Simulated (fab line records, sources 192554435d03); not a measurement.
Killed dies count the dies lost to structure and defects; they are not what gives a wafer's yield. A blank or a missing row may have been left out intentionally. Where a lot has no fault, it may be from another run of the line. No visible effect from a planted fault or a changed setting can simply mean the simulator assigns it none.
Matching of chambers -- flow n5Finfet -- N5_SDB_DESCUM_16 on rieDiel-01 has 4 sister chambers
The step chemistry O2, time 7.9 s. 4 wafers are shown with their chamber, then 8 later ones without.

WAFERS PAIRED WITH THEIR CHAMBERS
wafer,chamber,showerheadPlenumPTorr (Torr)
L082.1,1,1.99
L083.4,0,2.16
L083.5,3,2.04
L084.4,2,1.99

WAFERS WITH NO CHAMBER GIVEN
wafer,showerheadPlenumPTorr (Torr)
L084.5,2.16
L084.6,2.03
L087.2,2.16
L087.3,1.99
L087.4,2.03
L096.2,2.03
L096.3,2.15
L096.5,2.15

THE CHAMBER EACH PASSED THROUGH
wafer,from the rows above,in truth
L084.5,0,0
L084.6,3,3
L087.2,0,0
L087.3,can't be placed: 1 or 2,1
L087.4,3,3
L096.2,3,3
L096.3,0,0
L096.5,0,0
Correct placement for 7 of the 8. These rows do not allow placing 1 (true chamber among the candidates in 1). Number placed wrongly: 0.
How it was worked out, from the rows above alone: a wafer's distance from a chamber is the root of the sum, over the readings, of the square of ((its reading less the chamber's mean) divided by the reading's scatter). If the next closest chamber is less than 2 further off than the closest, the wafer can't be placed; otherwise it belongs to the closest. Each chamber's mean is taken over the wafers shown for it. The scatter: root of mean squared gap, hidden wafer to nearest shown wafer, with one shown wafer a chamber.
